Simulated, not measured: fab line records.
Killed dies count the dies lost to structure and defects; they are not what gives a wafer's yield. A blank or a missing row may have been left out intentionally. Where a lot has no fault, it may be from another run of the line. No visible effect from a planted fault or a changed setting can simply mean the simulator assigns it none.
Which tool is to blame? + flow n5_finfet + Sampling: 10 lots, 27 wafers, 5 of 1938 route steps

WHAT EACH GAUGE READ, for each wafer
N5_BEOL_M0_CUTY_OVL_MEAS_58.
| lot  | measured     | on         | M0_ABLK_OVL (nm) |
|------|--------------|------------|------------------|
| L150 | day 6 03:49  | overlay-02 | 1.6 0.7 0.2      |
| L153 | day 6 16:35  | overlay-02 | 0.0 0.6          |
| L154 | day 7 01:32  | overlay-01 | 0.6 1.0 0.6      |
| L155 | day 7 05:58  | overlay-01 | -0.2 -0.9 -0.2   |
| L157 | day 7 17:28  | overlay-01 | -1.3 -0.8 -0.5   |
| L158 | day 7 23:24  | overlay-01 | -1.5 0.6 -0.8    |
| L165 | day 9 18:56  | overlay-02 | -0.2 0.6         |
| L168 | day 10 10:12 | overlay-02 | -0.7 0.3         |
| L169 | day 10 16:55 | overlay-01 | 0.6 0.8 -0.2     |
| L171 | day 11 09:44 | overlay-02 | -1.3 -1.7 -0.1   |

N5_BEOL_M4_RC_MEAS_101.
| lot  | measured     | on        | DIBL_N (mV/V)  | DIBL_P (mV/V)  | IOFF_N (nA/um) | IOFF_P (nA/um) | ION_N (uA/um) | ION_P (uA/um) | SS_N (mV/dec)  | SS_P (mV/dec)  | VT_N (mV)   | VT_P (mV)      |
|------|--------------|-----------|----------------|----------------|----------------|----------------|---------------|---------------|----------------|----------------|-------------|----------------|
| L150 | day 8 17:21  | prober-02 | 37.6 40.3 36.1 | 37.9 40.5 35.1 | 0.16 0.23 0.15 | 0.23 0.27 0.18 | 671 691 666   | 455 471 453   | 71.6 71.8 70.9 | 73.9 75.4 73.0 | 248 243 251 | -250 -247 -253 |
| L153 | day 9 01:02  | prober-01 | 34.2 34.4      | 34.7 34.6      | 0.15 0.15      | 0.20 0.20      | 675 676       | 464 471       | 70.5 70.9      | 72.9 73.6      | 249 250     | -249 -248      |
| L154 | day 9 17:25  | prober-02 | 38.1 35.4 39.0 | 38.5 33.8 39.9 | 0.20 0.14 0.22 | 0.25 0.18 0.28 | 687 670 688   | 464 456 473   | 71.9 71.4 72.3 | 73.6 72.7 74.6 | 246 251 245 | -249 -252 -248 |
| L155 | day 9 21:43  | prober-01 | 38.0 38.1 36.9 | 36.3 36.2 36.1 | 0.18 0.17 0.16 | 0.21 0.19 0.21 | 679 669 676   | 458 453 461   | 71.9 72.0 71.0 | 73.6 73.5 73.4 | 250 252 248 | -251 -255 -249 |
| L157 | day 10 21:35 | prober-01 | 36.3 36.0 35.0 | 34.0 33.9 32.9 | 0.13 0.13 0.12 | 0.17 0.16 0.16 | 664 671 658   | 456 453 458   | 70.8 70.9 71.3 | 72.6 73.0 72.2 | 253 252 256 | -258 -255 -256 |
| L158 | day 11 09:53 | prober-01 | 38.7 37.5 36.0 | 38.9 38.0 35.6 | 0.20 0.18 0.14 | 0.23 0.21 0.17 | 692 691 664   | 470 467 457   | 72.4 72.1 71.6 | 74.4 73.2 73.2 | 244 249 254 | -250 -252 -256 |
| L165 | day 13 10:46 | prober-02 | 36.8 36.1      | 35.1 33.2      | 0.16 0.14      | 0.19 0.16      | 683 671       | 464 451       | 71.6 71.9      | 73.5 73.2      | 249 252     | -251 -255      |
| L168 | day 13 10:07 | prober-01 | 36.8 35.3      | 38.1 37.1      | 0.18 0.16      | 0.22 0.19      | 676 673       | 468 456       | 71.6 72.2      | 73.6 72.8      | 248 251     | -252 -254      |
| L169 | day 14 06:35 | prober-01 | 38.7 36.4 35.9 | 38.4 35.0 34.8 | 0.20 0.16 0.14 | 0.27 0.21 0.20 | 687 684 678   | 466 465 468   | 72.4 71.9 71.1 | 74.0 73.6 73.4 | 247 249 252 | -246 -250 -253 |
| L171 | day 14 21:52 | prober-01 | 33.3 37.5 36.8 | 33.5 38.2 36.7 | 0.13 0.19 0.18 | 0.15 0.21 0.20 | 663 677 680   | 460 459 460   | 71.1 72.0 71.3 | 72.2 73.9 73.4 | 250 248 244 | -253 -250 -252 |

WHAT TOOL EACH LOT RAN ON (gives the tool, then ch and the chambers of the sampled wafers, and finally the start)
| lot  | N5_BEOL_M0_SAQP_MANDREL2_REMOVE_110 | N5_BEOL_M0_SAQP_ETCH_88            | N5_BEOL_M0_SAQP_ETCH_73            |
|------|-------------------------------------|------------------------------------|------------------------------------|
| L150 | rie_si-01 ch 0,1,3, day 6 01:43     | rie_diel-06 ch 0,2,3, day 6 02:17  | rie_diel-06 ch 0,2,3, day 6 02:19  |
| L153 | rie_si-02 ch 1,2, day 6 14:16       | rie_diel-05 ch 0,2, day 6 15:19    | rie_diel-05 ch 0,2, day 6 15:20    |
| L154 | rie_si-02 ch 0,2,3, day 6 23:32     | rie_diel-02 ch 0,1, day 7 00:14    | rie_diel-02 ch 0,1, day 7 00:15    |
| L155 | rie_si-02 ch 1,2, day 7 04:03       | rie_diel-02 ch 0,1, day 7 04:44    | rie_diel-02 ch 0,1, day 7 04:46    |
| L157 | rie_si-06 ch 0,2,3, day 7 15:35     | rie_diel-02 ch 1,2, day 7 16:10    | rie_diel-02 ch 1,2, day 7 16:11    |
| L158 | rie_si-06 ch 1,2,3, day 7 20:59     | rie_diel-05 ch 0,2, day 7 21:34    | rie_diel-05 ch 0,2, day 7 21:34    |
| L165 | rie_si-01 ch 1, day 9 16:31         | rie_diel-02 ch 1,2, day 9 17:07    | rie_diel-02 ch 1,2, day 9 17:10    |
| L168 | rie_si-06 ch 0,1, day 10 08:13      | rie_diel-02 ch 1,3, day 10 08:47   | rie_diel-02 ch 1,3, day 10 08:48   |
| L169 | rie_si-01 ch 0,1,2, day 10 14:45    | rie_diel-02 ch 1,2,3, day 10 15:28 | rie_diel-02 ch 1,2,3, day 10 15:29 |
| L171 | rie_si-01 ch 2,3, day 11 07:44      | rie_diel-05 ch 0,1, day 11 08:26   | rie_diel-05 ch 0,1, day 11 08:28   |
- N5_BEOL_M0_SAQP_MANDREL2_REMOVE_110: chemistry HBr/Cl2/O2, target a-Si, stops on SiCN, bt time 10 s.
- N5_BEOL_M0_SAQP_ETCH_88: etches underlayer in N2/H2, target depth 6.5 nm, time 5.2 s.
- N5_BEOL_M0_SAQP_ETCH_73: etches SiARC in CF4, target depth 19.5 nm, time 32.5 s.

AS READ BY THE TOOLS THEMSELVES (means over the sampled wafers that have a number; for cases with no such wafer, the mark the record gives instead)
N5_BEOL_M0_SAQP_MANDREL2_REMOVE_110.
| lot  | tool      | drypump_motor_current_A (A) | oes_product_au (a.u.) | throttle_valve_pct (%) |
|------|-----------|-----------------------------|-----------------------|------------------------|
| L150 | rie_si-01 | 6.0                         | 0.996                 | 36.72                  |
| L153 | rie_si-02 | 5.7                         | 0.991                 | 36.91                  |
| L154 | rie_si-02 | 5.5                         | 0.990                 | 36.70                  |
| L155 | rie_si-02 | 5.9                         | 1.006                 | 36.98                  |
| L157 | rie_si-06 | 5.8                         | 1.021                 | 36.51                  |
| L158 | rie_si-06 | 5.6                         | 1.008                 | 36.61                  |
| L165 | rie_si-01 | 5.8                         | 1.000                 | 36.74                  |
| L168 | rie_si-06 | 5.6                         | 1.008                 | 36.64                  |
| L169 | rie_si-01 | 6.0                         | 0.986                 | 36.77                  |
| L171 | rie_si-01 | 6.3                         | 0.989                 | 36.81                  |

N5_BEOL_M0_SAQP_ETCH_88.
| lot  | tool        | drypump_motor_current_A (A) | etch_rf_on_time_s (s) | oes_product_au (a.u.) | rf_vpp_V (V) | showerhead_plenum_p_Torr (Torr) | throttle_valve_pct (%) |
|------|-------------|-----------------------------|-----------------------|-----------------------|--------------|---------------------------------|------------------------|
| L150 | rie_diel-06 | 5.5                         | 5.24                  | 0.65                  | 525.4        | 2.59                            | 17.99                  |
| L153 | rie_diel-05 | 5.8                         | 5.03                  | 0.74                  | 522.5        | 2.53                            | 17.43                  |
| L154 | rie_diel-02 | 5.3                         | 5.36                  | 0.64                  | 523.8        | 2.58                            | 18.06                  |
| L155 | rie_diel-02 | 5.3                         | 5.32                  | 0.64                  | 525.1        | 2.58                            | 18.06                  |
| L157 | rie_diel-02 | 5.9                         | 5.19                  | 0.69                  | 522.9        | 2.53                            | 17.81                  |
| L158 | rie_diel-05 | 5.6                         | 5.04                  | 0.73                  | 524.1        | 2.50                            | 17.37                  |
| L165 | rie_diel-02 | 5.8                         | 5.16                  | 0.69                  | 522.7        | 2.52                            | 17.85                  |
| L168 | rie_diel-02 | 5.6                         | 5.24                  | 0.76                  | 522.2        | 2.50                            | 17.81                  |
| L169 | rie_diel-02 | 5.7                         | 5.25                  | 0.72                  | 522.7        | 2.51                            | 17.83                  |
| L171 | rie_diel-05 | 5.5                         | 5.04                  | 0.64                  | 523.9        | 2.56                            | 17.65                  |

N5_BEOL_M0_SAQP_ETCH_73.
| lot  | tool        | drypump_motor_current_A (A) | etch_rf_on_time_s (s) | oes_product_au (a.u.) | rf_vpp_V (V) | showerhead_plenum_p_Torr (Torr) | throttle_valve_pct (%) |
|------|-------------|-----------------------------|-----------------------|-----------------------|--------------|---------------------------------|------------------------|
| L150 | rie_diel-06 | 5.5                         | 33.5                  | 0.65                  | 184.4        | 2.18                            | 15.71                  |
| L153 | rie_diel-05 | 5.7                         | 31.9                  | 0.73                  | 183.9        | 2.12                            | 15.21                  |
| L154 | rie_diel-02 | 5.3                         | 33.4                  | 0.65                  | 184.6        | 2.19                            | 15.87                  |
| L155 | rie_diel-02 | 5.3                         | 33.2                  | 0.64                  | 184.9        | 2.19                            | 15.87                  |
| L157 | rie_diel-02 | 5.9                         | 32.4                  | 0.69                  | 183.1        | 2.12                            | 15.60                  |
| L158 | rie_diel-05 | 5.5                         | 31.6                  | 0.73                  | 183.2        | 2.11                            | 15.26                  |
| L165 | rie_diel-02 | 5.8                         | 26.1                  | 0.80                  | 183.5        | 2.11                            | 15.66                  |
| L168 | rie_diel-02 | 5.6                         | 26.1                  | 0.91                  | 183.5        | 2.08                            | 15.46                  |
| L169 | rie_diel-02 | 5.7                         | 27.5                  | 0.81                  | 183.9        | 2.10                            | 15.51                  |
| L171 | rie_diel-05 | 5.5                         | 31.9                  | 0.64                  | 184.5        | 2.15                            | 15.54                  |

THE ANSWER, worked out from the rows above alone
Rule: the usual values come from the lots themselves. The widest of any qualifying gaps counts: lots, ordered by their means at a reading, are off when they make up no more than a third of the lots, leave a main group of 4 or more, and stand apart from it by 3 or more times the standard deviation of that group's means. A main group whose means are all the same, to the digits that the tables above print for the reading, isn't used. Also off: a lot with no number at a reading for which 4 or more lots have one. All remaining lots with rows at the step are treated as sound. First the gauges in route order, then the tools' own readings, where a lot's mean is used as printed above. At the first step where some lot is off, the reading lying furthest off is the one used; lots without a number count as furthest.
Off, at N5_BEOL_M0_SAQP_ETCH_73 on etch_rf_on_time_s: L165, L168, L169. The main group: mean 32.6 s, standard deviation 0.74.
If a tool, at that step or one of the process steps before it, ran each lot that is off and ran no sound lot following the first of them, it fits. One fits: N5_BEOL_M0_SAQP_ETCH_88 and N5_BEOL_M0_SAQP_ETCH_73 on rie_diel-02. At N5_BEOL_M0_SAQP_ETCH_88 its last sound lot is L157 (day 7 16:10), its first lot that is off L165 (day 9 17:07): a fault that began between those two fits.

WHAT WAS PUT IN BY THE SIMULATOR
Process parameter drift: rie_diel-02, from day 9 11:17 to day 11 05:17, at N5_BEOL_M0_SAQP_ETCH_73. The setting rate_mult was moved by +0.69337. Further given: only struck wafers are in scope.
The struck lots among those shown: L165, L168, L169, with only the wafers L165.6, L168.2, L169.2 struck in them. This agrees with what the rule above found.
